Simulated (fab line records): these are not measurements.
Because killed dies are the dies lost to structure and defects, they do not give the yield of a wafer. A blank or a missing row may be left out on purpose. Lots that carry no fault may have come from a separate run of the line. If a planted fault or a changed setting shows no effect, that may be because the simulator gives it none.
fab line records :: flow nand-harc
record:
  lots: 6
  wafers: 18
  last-day: 24
route steps=1159 shown P_GATE@215 P_CONTACT@217
lots untouched by any fault: they come from a run of this same line in which no faults occurred
start-h: start of the lot's first displayed wafer, in hours after the record's first day :: wait-h: hours elapsed since this lot's preceding step :: " the same as in the row above :: L1.1+2: several wafers, shown together as one row :: - no value, or no start was given :: * or withheld: withheld :: < > ~ a bound
route shown NAME@n: a module of which the file shows steps, and the number in the route of the first :: usual: the fault-free wafers' mean and standard deviation :: same: alike in all rows :: chamber/n: place in a boat :: sites: the reading at each site :: _std_site: how widely they spread, as a standard deviation :: _edge_site: inner sites' mean taken away from outer sites' mean :: radius-mm: how far each site lies from the wafer's centre :: mask NAME#n: copy n :: behind: tool/chamber where the wafer was last shaped :: hold: cause of the lot's hold/its duration in hours/its outcome :: device: which transistor (n, p or np) failed to switch :: end of line: at the end of the route, the tests of the same wafers :: a step given without rows: its recipe and nothing more :: killed: count of dies lost to structure and defects at first sort (not the wafer's yield) :: map: a wafer's dies, marking killed ones x, the rest . and places with no die _
set.NAME: the setting that was run; set.NAME@STEP: the one run at that earlier step :: model.NAME: the simulator's own value behind a step, which no gauge read
a table for each step, a row for each wafer; lots at some steps of the route
services: a tool's chamber out of use, with start hour (start-h, from the record's first day; less than 0 if before it), hours out, and reason
== steps ==
step: NHARC_P_GATE_RTA_82
recipe:
  temp-c: 450
  time-s: 30
usual:
  lamp-power-pct: 4.3/0.38
  wafer_temp_C_max: 451.9/0.42
lot.wafer: L788.2
tool: rtp-anneal-01
chamber: 0
start-h: 131.79
wait-h: -
lamp-power-pct: 4.6
wafer_temp_C_max: 451.6

lot.wafer: L788.3
tool: rtp-anneal-01
chamber: 0
start-h: 131.79
wait-h: -
lamp-power-pct: 4.6
wafer_temp_C_max: 451.8

lot.wafer: L788.6
tool: rtp-anneal-01
chamber: 0
start-h: 131.79
wait-h: -
lamp-power-pct: 4.6
wafer_temp_C_max: 451.4

lot.wafer: L794.1
tool: rtp-anneal-01
chamber: 0
start-h: 172.40
wait-h: -
lamp-power-pct: 4.6
wafer_temp_C_max: 452.0

lot.wafer: L794.3
tool: rtp-anneal-01
chamber: 0
start-h: 172.40
wait-h: -
lamp-power-pct: 4.6
wafer_temp_C_max: 452.0

lot.wafer: L794.6
tool: rtp-anneal-01
chamber: 0
start-h: 172.40
wait-h: -
lamp-power-pct: 4.6
wafer_temp_C_max: 452.4

lot.wafer: L795.2
tool: rtp-anneal-01
chamber: 0
start-h: 185.76
wait-h: -
lamp-power-pct: 4.6
wafer_temp_C_max: 451.7

lot.wafer: L795.4
tool: rtp-anneal-01
chamber: 0
start-h: 185.76
wait-h: -
lamp-power-pct: 4.6
wafer_temp_C_max: 451.6

lot.wafer: L795.5
tool: rtp-anneal-01
chamber: 0
start-h: 185.76
wait-h: -
lamp-power-pct: 4.6
wafer_temp_C_max: 451.5

lot.wafer: L802.3
tool: rtp-anneal-01
chamber: 0
start-h: 212.07
wait-h: -
lamp-power-pct: 4.6
wafer_temp_C_max: 451.8

lot.wafer: L802.4
tool: rtp-anneal-01
chamber: 0
start-h: 212.07
wait-h: -
lamp-power-pct: 4.6
wafer_temp_C_max: 451.8

lot.wafer: L802.5
tool: rtp-anneal-01
chamber: 0
start-h: 212.07
wait-h: -
lamp-power-pct: 4.6
wafer_temp_C_max: 451.7

lot.wafer: L807.2
tool: rtp-anneal-01
chamber: 0
start-h: 240.10
wait-h: -
lamp-power-pct: 4.6
wafer_temp_C_max: 451.8

lot.wafer: L807.5
tool: rtp-anneal-01
chamber: 0
start-h: 240.10
wait-h: -
lamp-power-pct: 4.6
wafer_temp_C_max: 451.9

lot.wafer: L807.6
tool: rtp-anneal-01
chamber: 0
start-h: 240.10
wait-h: -
lamp-power-pct: 4.6
wafer_temp_C_max: 451.7

lot.wafer: L806.2
tool: rtp-anneal-02
chamber: 0
start-h: 240.49
wait-h: -
lamp-power-pct: 3.8
wafer_temp_C_max: 452.5

lot.wafer: L806.5
tool: rtp-anneal-02
chamber: 0
start-h: 240.49
wait-h: -
lamp-power-pct: 3.8
wafer_temp_C_max: 451.5

lot.wafer: L806.6
tool: rtp-anneal-02
chamber: 0
start-h: 240.49
wait-h: -
lamp-power-pct: 3.8
wafer_temp_C_max: 452.0
step: NHARC_P_GATE_INSPECT_68
usual:
  raw-defect-count: 184/66
lot.wafer: L788.2
tool: defect-inspect-02
chamber: -
start-h: 131.96
wait-h: 0.1
raw-defect-count: 158

lot.wafer: L788.3
tool: defect-inspect-02
chamber: -
start-h: 131.96
wait-h: 0.1
raw-defect-count: 166

lot.wafer: L788.6
tool: defect-inspect-02
chamber: -
start-h: 131.96
wait-h: 0.1
raw-defect-count: 186

lot.wafer: L794.1
tool: defect-inspect-01
chamber: -
start-h: 172.59
wait-h: 0.2
raw-defect-count: 232

lot.wafer: L794.3
tool: defect-inspect-01
chamber: -
start-h: 172.59
wait-h: 0.2
raw-defect-count: 373

lot.wafer: L794.6
tool: defect-inspect-01
chamber: -
start-h: 172.59
wait-h: 0.2
raw-defect-count: 292

lot.wafer: L795.2
tool: defect-inspect-02
chamber: -
start-h: 185.93
wait-h: 0.1
raw-defect-count: 148

lot.wafer: L795.4
tool: defect-inspect-02
chamber: -
start-h: 185.93
wait-h: 0.1
raw-defect-count: 126

lot.wafer: L795.5
tool: defect-inspect-02
chamber: -
start-h: 185.93
wait-h: 0.1
raw-defect-count: 134

lot.wafer: L802.3
tool: defect-inspect-01
chamber: -
start-h: 212.21
wait-h: 0.1
raw-defect-count: 189

lot.wafer: L802.4
tool: defect-inspect-01
chamber: -
start-h: 212.21
wait-h: 0.1
raw-defect-count: 166

lot.wafer: L802.5
tool: defect-inspect-01
chamber: -
start-h: 212.21
wait-h: 0.1
raw-defect-count: 151

lot.wafer: L807.2
tool: defect-inspect-02
chamber: -
start-h: 240.27
wait-h: 0.1
raw-defect-count: 180

lot.wafer: L807.5
tool: defect-inspect-02
chamber: -
start-h: 240.27
wait-h: 0.1
raw-defect-count: 104

lot.wafer: L807.6
tool: defect-inspect-02
chamber: -
start-h: 240.27
wait-h: 0.1
raw-defect-count: 124

lot.wafer: L806.2
tool: defect-inspect-02
chamber: -
start-h: 240.66
wait-h: 0.1
raw-defect-count: 212

lot.wafer: L806.5
tool: defect-inspect-02
chamber: -
start-h: 240.66
wait-h: 0.1
raw-defect-count: 219

lot.wafer: L806.6
tool: defect-inspect-02
chamber: -
start-h: 240.66
wait-h: 0.1
raw-defect-count: 195
step: NHARC_P_CONTACT_DEP_30
recipe:
  target-thk-a: 300
  temp-c: 400
  target-thk-nm: 30
  flow-sccm: 200
  rf-w: 450
  material: SiNx
usual:
  heater-power-outer-w: 389/45
  heater-power-w: 677/77
  susceptor-temp-C: 399.99/0.24
lot.wafer: L788.3
tool: pecvd-03
chamber: 0
start-h: 132.03
wait-h: 0.1
heater-power-outer-w: 469
heater-power-w: 747
susceptor-temp-C: 400.01

lot.wafer: L788.2
tool: pecvd-03
chamber: 2
start-h: 132.03
wait-h: 0.1
heater-power-outer-w: 302
heater-power-w: 508
susceptor-temp-C: 399.62

lot.wafer: L788.6
tool: pecvd-03
chamber: 1
start-h: 132.03
wait-h: 0.1
heater-power-outer-w: 320
heater-power-w: 640
susceptor-temp-C: 400.27

lot.wafer: L794.3
tool: pecvd-02
chamber: 1
start-h: 172.70
wait-h: 0.1
heater-power-outer-w: 398
heater-power-w: 758
susceptor-temp-C: 399.67

lot.wafer: L794.1
tool: pecvd-02
chamber: 2
start-h: 172.70
wait-h: 0.1
heater-power-outer-w: 398
heater-power-w: 723
susceptor-temp-C: 399.18

lot.wafer: L794.6
tool: pecvd-02
chamber: 1
start-h: 172.70
wait-h: 0.1
heater-power-outer-w: 425
heater-power-w: 770
susceptor-temp-C: 399.84

lot.wafer: L795.2
tool: pecvd-04
chamber: 2
start-h: 186.07
wait-h: 0.1
heater-power-outer-w: 377
heater-power-w: 638
susceptor-temp-C: 399.87

lot.wafer: L795.5
tool: pecvd-04
chamber: 0
start-h: 186.07
wait-h: 0.1
heater-power-outer-w: 431
heater-power-w: 752
susceptor-temp-C: 400.10

lot.wafer: L795.4
tool: pecvd-04
chamber: 2
start-h: 186.07
wait-h: 0.1
heater-power-outer-w: 396
heater-power-w: 635
susceptor-temp-C: 399.92

lot.wafer: L802.3
tool: pecvd-04
chamber: 0
start-h: 212.32
wait-h: 0.1
heater-power-outer-w: 366
heater-power-w: 704
susceptor-temp-C: 400.09

lot.wafer: L802.4
tool: pecvd-04
chamber: 2
start-h: 212.32
wait-h: 0.1
heater-power-outer-w: 388
heater-power-w: 606
susceptor-temp-C: 400.24

lot.wafer: L802.5
tool: pecvd-04
chamber: 1
start-h: 212.32
wait-h: 0.1
heater-power-outer-w: 321
heater-power-w: 554
susceptor-temp-C: 399.99

lot.wafer: L807.2
tool: pecvd-03
chamber: 1
start-h: 240.37
wait-h: 0.1
heater-power-outer-w: 379
heater-power-w: 724
susceptor-temp-C: 399.97

lot.wafer: L807.5
tool: pecvd-03
chamber: 0
start-h: 240.37
wait-h: 0.1
heater-power-outer-w: 393
heater-power-w: 649
susceptor-temp-C: 400.05

lot.wafer: L807.6
tool: pecvd-03
chamber: 1
start-h: 240.37
wait-h: 0.1
heater-power-outer-w: 373
heater-power-w: 731
susceptor-temp-C: 399.74

lot.wafer: L806.2
tool: pecvd-04
chamber: 2
start-h: 240.81
wait-h: 0.1
heater-power-outer-w: 392
heater-power-w: 658
susceptor-temp-C: 399.73

lot.wafer: L806.6
tool: pecvd-04
chamber: 0
start-h: 240.81
wait-h: 0.1
heater-power-outer-w: 372
heater-power-w: 672
susceptor-temp-C: 399.81

lot.wafer: L806.5
tool: pecvd-04
chamber: 2
start-h: 240.81
wait-h: 0.1
heater-power-outer-w: 416
heater-power-w: 644
susceptor-temp-C: 399.40
step: NHARC_P_CONTACT_DEP_00
recipe:
  target-thk-a: 5000
  temp-c: 400
  pressure-torr: 6.5
  rf-w: 900
  teos-flow-sccm: 161.4
  flow-sccm: 2650
  target-thk-nm: 500
  gas: O2
  material: SiO2
usual:
  flow-sccm: 2649/8.2
  heater-power-outer-w: 273/45
  heater-power-w: 522/77
  susceptor-temp-C: 399.99/0.23
  throttle-valve-pct: 16.1/0.52
lot.wafer: L788.3
tool: pecvd-03
chamber: 0
start-h: -
wait-h: -
flow-sccm: 2661
heater-power-outer-w: 275
heater-power-w: 507
susceptor-temp-C: 399.66
throttle-valve-pct: 16.0

lot.wafer: L788.2
tool: pecvd-03
chamber: 2
start-h: -
wait-h: -
flow-sccm: 2625
heater-power-outer-w: 256
heater-power-w: 455
susceptor-temp-C: 399.99
throttle-valve-pct: 14.9

lot.wafer: L788.6
tool: pecvd-03
chamber: 1
start-h: -
wait-h: -
flow-sccm: 2640
heater-power-outer-w: 300
heater-power-w: 632
susceptor-temp-C: 400.23
throttle-valve-pct: 15.6

lot.wafer: L794.3
tool: pecvd-02
chamber: 1
start-h: -
wait-h: -
flow-sccm: 2652
heater-power-outer-w: 327
heater-power-w: 619
susceptor-temp-C: 399.94
throttle-valve-pct: 15.6

lot.wafer: L794.1
tool: pecvd-02
chamber: 2
start-h: -
wait-h: -
flow-sccm: 2641
heater-power-outer-w: 268
heater-power-w: 569
susceptor-temp-C: 399.40
throttle-valve-pct: 16.9

lot.wafer: L794.6
tool: pecvd-02
chamber: 1
start-h: -
wait-h: -
flow-sccm: 2655
heater-power-outer-w: 330
heater-power-w: 639
susceptor-temp-C: 399.84
throttle-valve-pct: 15.8

lot.wafer: L795.2
tool: pecvd-04
chamber: 2
start-h: -
wait-h: -
flow-sccm: 2657
heater-power-outer-w: 310
heater-power-w: 554
susceptor-temp-C: 399.98
throttle-valve-pct: 16.2

lot.wafer: L795.5
tool: pecvd-04
chamber: 0
start-h: -
wait-h: -
flow-sccm: 2658
heater-power-outer-w: 216
heater-power-w: 496
susceptor-temp-C: 400.00
throttle-valve-pct: 16.9

lot.wafer: L795.4
tool: pecvd-04
chamber: 2
start-h: -
wait-h: -
flow-sccm: 2652
heater-power-outer-w: 325
heater-power-w: 549
susceptor-temp-C: 400.04
throttle-valve-pct: 16.2

lot.wafer: L802.3
tool: pecvd-04
chamber: 0
start-h: -
wait-h: -
flow-sccm: 2642
heater-power-outer-w: 302
heater-power-w: 600
susceptor-temp-C: 400.11
throttle-valve-pct: 16.5

lot.wafer: L802.4
tool: pecvd-04
chamber: 2
start-h: -
wait-h: -
flow-sccm: 2645
heater-power-outer-w: 271
heater-power-w: 474
susceptor-temp-C: 400.16
throttle-valve-pct: 15.5

lot.wafer: L802.5
tool: pecvd-04
chamber: 1
start-h: -
wait-h: -
flow-sccm: 2655
heater-power-outer-w: 295
heater-power-w: 498
susceptor-temp-C: 400.03
throttle-valve-pct: 15.9

lot.wafer: L807.2
tool: pecvd-03
chamber: 1
start-h: -
wait-h: -
flow-sccm: 2658
heater-power-outer-w: 222
heater-power-w: 512
susceptor-temp-C: 400.05
throttle-valve-pct: 16.2

lot.wafer: L807.5
tool: pecvd-03
chamber: 0
start-h: -
wait-h: -
flow-sccm: 2657
heater-power-outer-w: 260
heater-power-w: 476
susceptor-temp-C: 399.64
throttle-valve-pct: 16.1

lot.wafer: L807.6
tool: pecvd-03
chamber: 1
start-h: -
wait-h: -
flow-sccm: 2663
heater-power-outer-w: 243
heater-power-w: 540
susceptor-temp-C: 400.24
throttle-valve-pct: 15.9

lot.wafer: L806.2
tool: pecvd-04
chamber: 2
start-h: -
wait-h: -
flow-sccm: 2653
heater-power-outer-w: 238
heater-power-w: 433
susceptor-temp-C: 399.89
throttle-valve-pct: 15.6

lot.wafer: L806.6
tool: pecvd-04
chamber: 0
start-h: -
wait-h: -
flow-sccm: 2650
heater-power-outer-w: 286
heater-power-w: 598
susceptor-temp-C: 399.96
throttle-valve-pct: 16.5

lot.wafer: L806.5
tool: pecvd-04
chamber: 2
start-h: -
wait-h: -
flow-sccm: 2648
heater-power-outer-w: 257
heater-power-w: 454
susceptor-temp-C: 399.91
throttle-valve-pct: 15.4
step: NHARC_P_CONTACT_CMP_01
recipe:
  target-thk-nm: 200
  material: SiO2
usual:
  edge-zone-pressure-frac: 1.000/0.0053
  motor-current-A: 12.5/1.3
  slurry-filter-dp-kPa: 13.51/0.12
lot.wafer: L788.3
tool: cmp-01
chamber: 2
start-h: 132.76
wait-h: -
edge-zone-pressure-frac: 1.001
motor-current-A: 13.3
slurry-filter-dp-kPa: 13.31

lot.wafer: L788.2
tool: cmp-01
chamber: 0
start-h: 132.76
wait-h: -
edge-zone-pressure-frac: 1.002
motor-current-A: 11.2
slurry-filter-dp-kPa: 13.47

lot.wafer: L788.6
tool: cmp-01
chamber: 1
start-h: 132.76
wait-h: -
edge-zone-pressure-frac: 0.994
motor-current-A: 14.1
slurry-filter-dp-kPa: 13.57

lot.wafer: L794.1
tool: cmp-02
chamber: 1
start-h: 173.42
wait-h: -
edge-zone-pressure-frac: 0.999
motor-current-A: 10.3
slurry-filter-dp-kPa: 13.45

lot.wafer: L794.3
tool: cmp-02
chamber: 2
start-h: 173.42
wait-h: -
edge-zone-pressure-frac: 0.992
motor-current-A: 13.9
slurry-filter-dp-kPa: 13.52

lot.wafer: L794.6
tool: cmp-02
chamber: 3
start-h: 173.42
wait-h: -
edge-zone-pressure-frac: 0.988
motor-current-A: 13.0
slurry-filter-dp-kPa: 13.55

lot.wafer: L795.4
tool: cmp-02
chamber: 1
start-h: 186.73
wait-h: -
edge-zone-pressure-frac: 1.012
motor-current-A: 10.3
slurry-filter-dp-kPa: 13.41

lot.wafer: L795.2
tool: cmp-02
chamber: 2
start-h: 186.73
wait-h: -
edge-zone-pressure-frac: 0.994
motor-current-A: 13.1
slurry-filter-dp-kPa: 13.46

lot.wafer: L795.5
tool: cmp-02
chamber: 0
start-h: 186.73
wait-h: -
edge-zone-pressure-frac: 1.007
motor-current-A: 11.7
slurry-filter-dp-kPa: 13.59

lot.wafer: L802.3
tool: cmp-03
chamber: 0
start-h: 213.00
wait-h: -
edge-zone-pressure-frac: 1.001
motor-current-A: 12.6
slurry-filter-dp-kPa: 13.48

lot.wafer: L802.4
tool: cmp-03
chamber: 2
start-h: 213.00
wait-h: -
edge-zone-pressure-frac: 0.996
motor-current-A: 13.3
slurry-filter-dp-kPa: 13.68

lot.wafer: L802.5
tool: cmp-03
chamber: 0
start-h: 213.00
wait-h: -
edge-zone-pressure-frac: 1.006
motor-current-A: 12.7
slurry-filter-dp-kPa: 13.47

lot.wafer: L807.2
tool: cmp-02
chamber: 2
start-h: 241.10
wait-h: -
edge-zone-pressure-frac: 1.007
motor-current-A: 13.8
slurry-filter-dp-kPa: 13.39

lot.wafer: L807.5
tool: cmp-02
chamber: 0
start-h: 241.10
wait-h: -
edge-zone-pressure-frac: 0.996
motor-current-A: 12.4
slurry-filter-dp-kPa: 13.66

lot.wafer: L807.6
tool: cmp-02
chamber: 1
start-h: 241.10
wait-h: -
edge-zone-pressure-frac: 1.007
motor-current-A: 10.1
slurry-filter-dp-kPa: 13.53

lot.wafer: L806.2
tool: cmp-02
chamber: 2
start-h: 241.44
wait-h: -
edge-zone-pressure-frac: 0.994
motor-current-A: 14.0
slurry-filter-dp-kPa: 13.54

lot.wafer: L806.5
tool: cmp-02
chamber: 2
start-h: 241.44
wait-h: -
edge-zone-pressure-frac: 0.991
motor-current-A: 13.2
slurry-filter-dp-kPa: 13.53

lot.wafer: L806.6
tool: cmp-02
chamber: 3
start-h: 241.44
wait-h: -
edge-zone-pressure-frac: 0.996
motor-current-A: 12.8
slurry-filter-dp-kPa: 13.51
step: NHARC_P_CONTACT_SRD_03
step: NHARC_P_CONTACT_DEHYDRATE_04
recipe:
  temp-c: 150
  time-s: 120
step: NHARC_P_CONTACT_HMDS_05
recipe:
  time-s: 30
step: NHARC_P_CONTACT_COAT_33
recipe:
  temp-c: 260
  time-s: 75
step: NHARC_P_CONTACT_COAT_34
recipe:
  temp-c: 225
  time-s: 65
step: NHARC_P_CONTACT_COAT_06
recipe:
  spin-rpm: 1500
  resist-thk-nm: 90
step: NHARC_P_CONTACT_SOFTBAKE_07
recipe:
  temp-c: 105
  time-s: 55
usual:
  heater-power-total-W: 188.45/0.12
lot.wafer: L788.2
tool: litho-track-06
chamber: 0
start-h: 133
wait-h: -
heater-power-total-W: 188.40

lot.wafer: L788.3
tool: litho-track-06
chamber: 0
start-h: 133
wait-h: -
heater-power-total-W: 188.44

lot.wafer: L788.6
tool: litho-track-06
chamber: 0
start-h: 133
wait-h: -
heater-power-total-W: 188.55

lot.wafer: L794.1
tool: litho-track-06
chamber: 0
start-h: 173
wait-h: -
heater-power-total-W: 323.10

lot.wafer: L794.3
tool: litho-track-06
chamber: 0
start-h: 173
wait-h: -
heater-power-total-W: 323.01

lot.wafer: L794.6
tool: litho-track-06
chamber: 0
start-h: 173
wait-h: -
heater-power-total-W: 323.78

lot.wafer: L795.2
tool: litho-track-06
chamber: 0
start-h: 187
wait-h: -
heater-power-total-W: 322.93

lot.wafer: L795.4
tool: litho-track-06
chamber: 0
start-h: 187
wait-h: -
heater-power-total-W: 322.93

lot.wafer: L795.5
tool: litho-track-06
chamber: 0
start-h: 187
wait-h: -
heater-power-total-W: 322.97

lot.wafer: L802.3
tool: litho-track-04
chamber: 0
start-h: 213
wait-h: -
heater-power-total-W: 188.51

lot.wafer: L802.4
tool: litho-track-04
chamber: 0
start-h: 213
wait-h: -
heater-power-total-W: 188.32

lot.wafer: L802.5
tool: litho-track-04
chamber: 0
start-h: 213
wait-h: -
heater-power-total-W: 188.37

lot.wafer: L807.2
tool: litho-track-06
chamber: 0
start-h: 241
wait-h: -
heater-power-total-W: 188.32

lot.wafer: L807.5
tool: litho-track-06
chamber: 0
start-h: 241
wait-h: -
heater-power-total-W: 188.52

lot.wafer: L807.6
tool: litho-track-06
chamber: 0
start-h: 241
wait-h: -
heater-power-total-W: 188.46

lot.wafer: L806.2
tool: litho-track-04
chamber: 0
start-h: 241
wait-h: -
heater-power-total-W: 188.35

lot.wafer: L806.5
tool: litho-track-04
chamber: 0
start-h: 241
wait-h: -
heater-power-total-W: 188.61

lot.wafer: L806.6
tool: litho-track-04
chamber: 0
start-h: 241
wait-h: -
heater-power-total-W: 188.39
step: NHARC_P_CONTACT_EBR_08
== services ==
tool: pecvd-03
chamber: -
start-h: 111.58
hours: 13.0
kind: pm

tool: pecvd-03
chamber: 0
start-h: 111.58
hours: 13.0
kind: vent-cycle

tool: pecvd-03
chamber: 1
start-h: 111.58
hours: 13.0
kind: vent-cycle

tool: litho-track-06
chamber: -
start-h: 117.00
hours: 7.0
kind: pm

tool: cmp-02
chamber: -
start-h: 129.49
hours: 4.0
kind: pm

tool: litho-track-04
chamber: -
start-h: 141.00
hours: 7.0
kind: pm

tool: cmp-01
chamber: -
start-h: 146.71
hours: 1.7
kind: repair

tool: pecvd-02
chamber: -
start-h: 153.00
hours: 13.0
kind: pm

tool: cmp-03
chamber: -
start-h: 157.15
hours: 4.0
kind: pm

tool: cmp-01
chamber: -
start-h: 176.94
hours: 2.2
kind: repair

tool: cmp-01
chamber: -
start-h: 179.57
hours: 4.0
kind: pm

tool: pecvd-02
chamber: -
start-h: 191.04
hours: 1.7
kind: repair

tool: cmp-03
chamber: -
start-h: 191.87
hours: 0.6
kind: repair

tool: pecvd-04
chamber: -
start-h: 195.00
hours: 13.0
kind: pm

tool: pecvd-04
chamber: 0
start-h: 195.00
hours: 13.0
kind: vent-cycle

tool: pecvd-04
chamber: 1
start-h: 195.00
hours: 13.0
kind: vent-cycle

tool: pecvd-04
chamber: 2
start-h: 195.00
hours: 13.0
kind: vent-cycle

tool: pecvd-04
chamber: 0
start-h: 208.00
hours: -
kind: clean

tool: pecvd-04
chamber: 1
start-h: 208.00
hours: -
kind: clean

tool: pecvd-04
chamber: 2
start-h: 208.00
hours: -
kind: clean

tool: pecvd-04
chamber: -
start-h: 208.73
hours: 1.2
kind: repair

tool: cmp-02
chamber: -
start-h: 227.49
hours: 4.0
kind: pm

tool: cmp-03
chamber: -
start-h: 230.98
hours: 1.9
kind: repair

tool: cmp-03
chamber: -
start-h: 238.33
hours: 4.0
kind: repair
== key ==
first-sign:
  step: NHARC_P_CONTACT_SOFTBAKE_07
  reading: heater-power-total-W
  direction: up
  sigmas: 99+
  usual: *
  struck: *
effect none on later readings
met-at NHARC_P_CONTACT_SOFTBAKE_07
struck-wafers L794.1,L794.3,L794.6,L795.2,L795.4,L795.5
tester-left-out L794,L795
onset-between 133 173
fault:
  kind: process-parameter-drift
  tool: litho-track-06
  chamber: -
  onset-h: 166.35
  steps: NHARC_P_CONTACT_SOFTBAKE_07
  channel: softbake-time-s
  offset: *
  shape: step
  end-h: 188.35
  acts-in: *
  stated: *
tester-left-out: of these lots the tester's yield and bins aren't shown, on N5 and GAA mostly nor the transistor test; their killed dies are dies lost to structure and defects alone, not to doping, threshold or leakage, so they don't give the yield
